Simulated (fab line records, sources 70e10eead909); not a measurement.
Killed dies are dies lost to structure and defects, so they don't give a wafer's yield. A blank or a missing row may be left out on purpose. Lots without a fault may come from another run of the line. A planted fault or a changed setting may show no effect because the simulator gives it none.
fab line records | flow nand_harc
record lots=12 wafers=36 last_day=33
route steps=1302 shown P_STI@109 P_GATE@124
lots that met no fault: from a run of the same line without faults
start_h: hours from the record's first day to the start of the lot's first wafer shown | wait_h: hours since the lot's step before | " the same as in the row above | L1.1+2: a row that stands for several wafers | - no value, or no start given | * or withheld: withheld | < > ~ a bound
route shown NAME@n: a module of which the file shows steps, and the number in the route of the first | usual: mean/standard deviation of fault-free wafers | same: alike in all rows | chamber/n: place in a boat | sites: the reading at each site | _std_site: their standard deviation | _edge_site: outer sites' mean less inner sites' | radius_mm: how far each site lies from the wafer's centre | mask NAME#n: copy n | behind: the tool/chamber that last shaped the wafer | hold: why the lot was held/for how many hours/how that ended | device: the transistor (n, p or np) that didn't switch | end of line: the same wafers' tests at the end of the route | a step without rows: its recipe alone | killed: dies lost to structure and defects at the first sort, not the wafer's yield | map: a wafer's dies, x killed, . not, _ none there
set.NAME: the setting as run; set.NAME@STEP: as run at that earlier step | model.NAME: the simulator's own value behind a step, which no gauge read
steps of the route over a sample of lots; a table a step, a row a wafer
services: from which hour (start_h, from the record's first day; less than 0 if before it) a tool's chamber was out of use, for how many hours, and why
## steps
# step NHARC_P_STI_INSPECT_25
# usual raw_defect_count=201/78
# columns lot.wafer tool chamber start_h wait_h raw_defect_count
L271.2 defect_inspect-01 - 69.93 0.4 350
L271.3 " - " " 592
L271.6 " - " " 349
L272.4 defect_inspect-02 - 82.36 0.4 200
L272.5 " - " " 219
L272.6 " - " " 265
L273.2 defect_inspect-01 - 92.13 0.4 458
L273.3 " - " " 246
L273.6 " - " " 190
L278.2 defect_inspect-01 - 150.61 0.4 164
L278.3 " - " " 170
L278.4 " - " " 161
L279.1 defect_inspect-02 - 158.75 0.4 169
L279.3 " - " " 187
L279.5 " - " " 211
L280.3 defect_inspect-02 - 165.43 0.4 164
L280.5 " - " " 221
L280.6 " - " " 143
L282.2 defect_inspect-01 - 182.28 0.4 186
L282.4 " - " " 262
L282.5 " - " " 180
L286.1 defect_inspect-02 - 218.92 0.4 332
L286.5 " - " " 340
L286.6 " - " " 219
L289.1 defect_inspect-01 - 249.85 0.4 162
L289.3 " - " " 321
L289.5 " - " " 159
L290.1 defect_inspect-01 - 266.26 0.4 223
L290.2 " - " " 197
L290.4 " - " " 252
L293.2 defect_inspect-01 - 293.52 0.4 235
L293.4 " - " " 279
L293.6 " - " " 216
L294.1 defect_inspect-01 - 303.45 0.4 134
L294.3 " - " " 101
L294.4 " - " " 200
# step NHARC_P_GATE_DESCUM_13
# recipe time_s=3 o2_flow_sccm=200 ar_flow_sccm=0 bias_power_w=0 chemistry=O2
# usual drypump_motor_current_A=5.5/0.35 oes_product_au=1.002/0.0071 rf_vpp_V=57.8/0.92 showerhead_plenum_p_Torr=1.92/0.081 throttle_valve_pct=11.310/0.0094
# columns lot.wafer tool chamber start_h wait_h drypump_motor_current_A oes_product_au rf_hours_counter_h rf_vpp_V showerhead_plenum_p_Torr throttle_valve_pct
L271.2 rie_diel-07 0 78.28 - 5.9 0.998 6 58.7 1.99 11.318
L271.3 " 1 " " 5.8 1.017 6 57.5 1.99 11.305
L271.6 " 0 " " 5.9 0.992 - 59.5 1.99 11.295
L272.4 rie_diel-07 3 91.08 - 5.8 0.993 8 58.5 1.94 11.326
L272.6 " 2 " " 5.1 1.001 - 57.6 1.79 11.319
L272.5 " 3 " " 5.8 0.998 - 57.1 1.94 11.298
L273.2 rie_diel-09 2 100.98 - 5.3 0.999 5 57.1 1.91 11.320
L273.3 " 0 " " 5.6 1.001 6 57.6 2.01 11.312
L273.6 " 2 " " 5.3 1.001 - 57.1 1.91 11.306
L278.2 rie_diel-09 0 159.17 - 5.6 1.002 0 58.2 2.01 11.301
L278.4 " 1 " " 4.8 1.006 0 56.9 1.96 11.324
L278.3 " 3 " " 5.8 0.993 0 57.7 1.81 11.302
L279.3 rie_diel-09 2 167.31 - 5.3 0.999 0 58.7 1.91 11.300
L279.1 " 1 " " 4.8 1.007 0 58.7 1.96 11.306
L279.5 " 1 " " 4.8 1.003 - 57.6 1.96 11.297
L280.3 rie_diel-07 2 175.47 - 5.1 1.006 2 56.5 1.79 11.317
L280.5 " 2 " " 5.1 1.014 - 57.8 1.79 11.312
L280.6 " 3 " " 5.8 1.014 - 57.7 1.93 11.318
L282.4 rie_diel-07 2 191.10 - 5.1 1.011 3 58.1 1.79 11.329
L282.2 " 0 " " 5.9 0.996 5 59.0 1.99 11.296
L282.5 " 2 " " 5.1 1.007 - 55.5 1.79 11.302
L286.1 rie_diel-07 0 227.76 - 5.9 0.999 7 58.3 1.99 11.303
L286.5 " 0 " " 5.9 0.987 - 56.7 1.99 11.312
L286.6 " 1 " " 5.7 1.000 - 56.8 1.99 11.305
L289.3 rie_diel-06 1 258.57 - 5.0 0.997 5 57.3 1.82 11.318
L289.1 " 3 " " 5.6 0.996 5 57.5 2.01 11.316
L289.5 " 2 " " 5.6 0.994 - 58.0 1.89 11.303
L290.2 rie_diel-07 2 275.00 - 5.1 1.005 9 55.7 1.79 11.313
L290.4 " 0 " " 5.9 0.999 11 56.4 1.98 11.300
L290.1 " 1 " " 5.7 0.999 10 57.6 1.99 11.286
L293.4 rie_diel-09 3 309.12 - 5.7 0.985 5 56.9 1.80 11.306
L293.2 " 0 " " 5.6 1.013 5 57.4 2.00 11.313
L293.6 " 3 " " 5.7 0.991 - 58.2 1.80 11.312
L294.1 rie_diel-09 2 309.27 - 5.3 1.009 5 56.8 1.91 11.307
L294.4 " 0 " " 5.6 1.011 5 58.4 2.00 11.301
L294.3 " 1 " " 4.8 1.014 5 56.1 1.96 11.303
# step NHARC_P_GATE_ETCH_114
# recipe target_depth_a=300 overetch_a=30 time_s=16.5 ion_energy_ev=100 cf4_flow_sccm=80 o2_flow_sccm=20 ar_flow_sccm=0 rf_w=300 bias_w=100 chemistry=CF4/O2
# usual drypump_motor_current_A=5.5/0.34 oes_product_au=1.003/0.007 rf_vpp_V=197.9/1.4 showerhead_plenum_p_Torr=1.34/0.052 throttle_valve_pct=13.397/0.0093
# columns lot.wafer tool chamber start_h wait_h drypump_motor_current_A oes_product_au rf_hours_counter_h rf_vpp_V showerhead_plenum_p_Torr throttle_valve_pct
L271.3 rie_diel-09 0 - - 5.5 1.000 6 198.9 1.40 13.406
L271.2 " 3 " " 5.8 1.006 5 196.6 1.26 13.395
L271.6 " 0 " " 5.5 0.993 - 197.7 1.40 13.394
L272.4 rie_diel-06 1 - - 5.0 1.013 10 196.9 1.27 13.390
L272.6 " 2 " " 5.6 0.995 - 197.5 1.32 13.406
L272.5 " 3 " " 5.5 0.993 - 198.9 1.40 13.392
L273.2 rie_diel-07 3 - - 5.8 1.015 9 198.0 1.35 13.395
L273.3 " 2 " " 5.1 1.017 7 195.6 1.25 13.407
L273.6 " 0 " " 5.9 1.012 - 198.9 1.39 13.376
L278.2 rie_diel-09 1 - - 4.8 0.996 0 199.0 1.37 13.408
L278.3 " 2 " " 5.3 1.009 0 197.9 1.33 13.408
L278.4 " 0 " " 5.5 1.011 0 199.2 1.40 13.383
L279.3 rie_diel-07 2 - - 5.2 0.994 3 196.4 1.25 13.409
L279.1 " 3 " " 5.8 1.012 2 197.7 1.35 13.397
L279.5 " 3 " " 5.8 1.007 - 197.4 1.35 13.394
L280.3 rie_diel-07 2 - - 5.1 1.003 3 197.5 1.25 13.393
L280.6 " 1 " " 5.7 0.996 - 198.4 1.39 13.399
L280.5 " 2 " " 5.1 1.008 - 195.8 1.25 13.395
L282.4 rie_diel-06 0 - - 5.2 1.001 4 199.0 1.37 13.399
L282.2 " 1 " " 5.0 0.992 4 195.9 1.27 13.392
L282.5 " 1 " " 5.0 0.992 - 195.5 1.27 13.383
L286.1 rie_diel-06 3 - - 5.6 0.994 5 199.4 1.40 13.402
L286.6 " 2 " " 5.6 0.995 - 197.8 1.32 13.407
L286.5 " 3 " " 5.6 1.002 - 199.5 1.40 13.396
L289.3 rie_diel-07 1 - - 5.7 1.010 10 198.6 1.39 13.408
L289.1 " 3 " " 5.8 0.996 10 196.5 1.35 13.392
L289.5 " 0 " " 5.9 1.008 - 199.1 1.38 13.371
L290.4 rie_diel-09 3 - - 5.8 0.996 4 196.6 1.26 13.404
L290.1 " 0 " " 5.5 1.008 4 200.1 1.40 13.393
L290.2 " 2 " " 5.3 1.005 5 198.0 1.33 13.401
L294.1 rie_diel-07 0 - - 5.9 1.007 2 199.5 1.38 13.390
L294.4 " 1 " " 5.7 0.998 2 198.1 1.39 13.402
L294.3 " 2 " " 5.1 0.996 1 195.9 1.25 13.407
L293.2 rie_diel-06 1 - - 5.0 0.996 1 196.2 1.27 13.394
L293.4 " 3 " " 5.6 1.006 1 198.4 1.40 13.409
L293.6 " 2 " " 5.6 1.003 - 197.0 1.32 13.408
# step NHARC_P_GATE_STRIP_101
# recipe time_s=20 o2_flow_sccm=500 ar_flow_sccm=0 bias_w=0 chemistry=O2
# usual bias_w=0/0 chamber_pressure_mTorr=60.00/0.057 drypump_motor_current_A=5.45/0.29 oes_product_au=1.001/0.0072 rf_vpp_V=57.7/1 showerhead_plenum_p_Torr=3.54/0.13 throttle_valve_pct=17.037/0.0088
# columns lot.wafer tool chamber start_h wait_h bias_w chamber_pressure_mTorr drypump_motor_current_A oes_product_au rf_hours_counter_h rf_vpp_V showerhead_plenum_p_Torr throttle_valve_pct
L271.2 rie_diel-06 1 105.78 0.1 0 60.09 5.03 0.997 10 58.1 3.37 17.032
L271.3 " 2 " " 0 59.99 5.62 1.004 9 58.2 3.49 17.033
L271.6 " 3 " " 0 60.00 5.57 1.003 - 58.0 3.70 17.048
L272.4 rie_diel-06 1 118.98 0.1 0 60.02 5.03 1.001 12 56.1 3.36 17.029
L272.5 " 2 " " 0 60.00 5.63 1.002 - 56.8 3.48 17.041
L272.6 " 3 " " 0 59.97 5.59 0.991 - 59.4 3.70 17.025
L273.3 rie_diel-06 1 125.98 0.1 0 60.06 5.06 0.989 14 58.1 3.36 17.037
L273.2 " 0 " " 0 60.01 5.26 0.989 13 58.3 3.61 17.051
L273.6 " 1 " " 0 59.97 5.05 0.998 - 56.2 3.36 17.020
L278.4 rie_diel-06 2 185.13 0.1 0 59.98 5.63 1.000 3 56.6 3.48 17.031
L278.2 " 3 " " 0 60.03 5.59 0.993 3 57.6 3.70 17.040
L278.3 " 0 " " 0 59.95 5.27 0.989 3 57.4 3.61 17.036
L279.3 rie_diel-06 0 192.94 0.1 0 59.87 5.24 1.007 3 58.0 3.61 17.038
L279.1 " 1 " " 0 59.91 5.01 0.998 3 58.4 3.36 17.046
L279.5 " 0 " " 0 59.97 5.25 0.998 - 59.2 3.61 17.024
L280.3 rie_diel-07 2 203.29 0.1 0 59.98 5.11 1.019 3 57.2 3.31 17.032
L280.6 " 1 " " 0 59.93 5.74 1.011 - 58.0 3.66 17.043
L280.5 " 2 " " 0 60.01 5.14 1.017 - 56.0 3.31 17.031
L282.4 rie_diel-06 1 220.58 0.1 0 60.01 5.01 0.986 4 56.1 3.36 17.029
L282.2 " 0 " " 0 59.92 5.26 0.997 4 58.5 3.61 17.038
L282.5 " 2 " " 0 60.02 5.63 0.998 - 58.0 3.48 17.049
L286.1 rie_diel-09 2 258.99 0.1 0 60.08 5.30 1.011 4 56.5 3.51 17.036
L286.5 " 2 " " 0 60.01 5.29 1.012 - 58.4 3.51 17.038
L286.6 " 3 " " 0 59.90 5.77 0.999 - 56.4 3.34 17.038
L289.1 rie_diel-06 3 287.41 0.1 - - - - - - - -
L289.3 " 1 " " - - - - - - - -
L289.5 " 0 " " - - - - - - - -
L290.2 rie_diel-06 3 305.03 0.1 - - - - - - - -
L290.1 " 2 " " - - - - - - - -
L290.4 " 2 " " - - - - - - - -
L294.1 rie_diel-09 1 336.96 0.1 0 59.87 4.80 1.013 1 57.1 3.61 17.040
L294.3 " 3 " " 0 59.99 5.78 1.004 1 57.2 3.34 17.016
L294.4 " 3 " " 0 59.97 5.79 1.011 - 58.6 3.34 17.035
L293.2 rie_diel-06 1 337.85 0.1 0 60.13 5.03 0.999 1 58.5 3.36 17.024
L293.4 " 2 " " 0 59.96 5.63 1.000 1 57.6 3.48 17.039
L293.6 " 0 " " 0 60.00 5.27 1.002 - 59.9 3.61 17.031
## services
# columns tool chamber start_h hours kind
rie_diel-06 0 60.68 - clean
rie_diel-06 1 60.68 - clean
rie_diel-06 2 60.68 - clean
rie_diel-06 3 60.68 - clean
rie_diel-07 - 61.44 0.2 repair
rie_diel-07 0 64.36 5.5 repair
rie_diel-09 - 75.05 9.0 repair
rie_diel-07 2 104.51 5.0 repair
rie_diel-07 - 117.20 9.0 pm
rie_diel-06 0 119.30 3.1 repair
rie_diel-06 - 130.20 9.0 pm
rie_diel-09 - 143.10 9.0 pm
rie_diel-09 0 163.07 6.6 repair
rie_diel-07 1 172.11 5.1 repair
rie_diel-07 3 200.40 4.0 repair
rie_diel-09 1 240.36 4.9 repair
rie_diel-09 2 243.48 5.8 repair
rie_diel-09 - 270.74 13.2 repair
rie_diel-07 - 294.20 9.0 pm
rie_diel-06 1 304.02 5.5 repair
rie_diel-06 - 307.20 9.0 pm
rie_diel-09 1 318.38 2.7 repair
rie_diel-09 - 320.10 9.0 pm
rie_diel-09 2 331.54 8.0 repair
## key
first_sign step=NHARC_P_GATE_STRIP_101 reading=tool_record direction=missing
effect none on later readings
met_at NHARC_P_GATE_STRIP_101
struck_lots L289,L290
tester_left_out L289,L290
not_acting_at NHARC_P_STI_INSPECT_25,NHARC_P_GATE_DESCUM_13,NHARC_P_GATE_ETCH_114
onset_between 220.58 287.41
fault kind=skipped_step_whole tool=rie_diel-06 chamber=- onset_h=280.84 steps=NHARC_P_GATE_STRIP_101 scope=struck_lots_only
# tester_left_out: of these lots the tester's yield and bins aren't shown, on N5 and GAA mostly nor the transistor test; their killed dies are dies lost to structure and defects alone, not to doping, threshold or leakage, so they don't give the yield
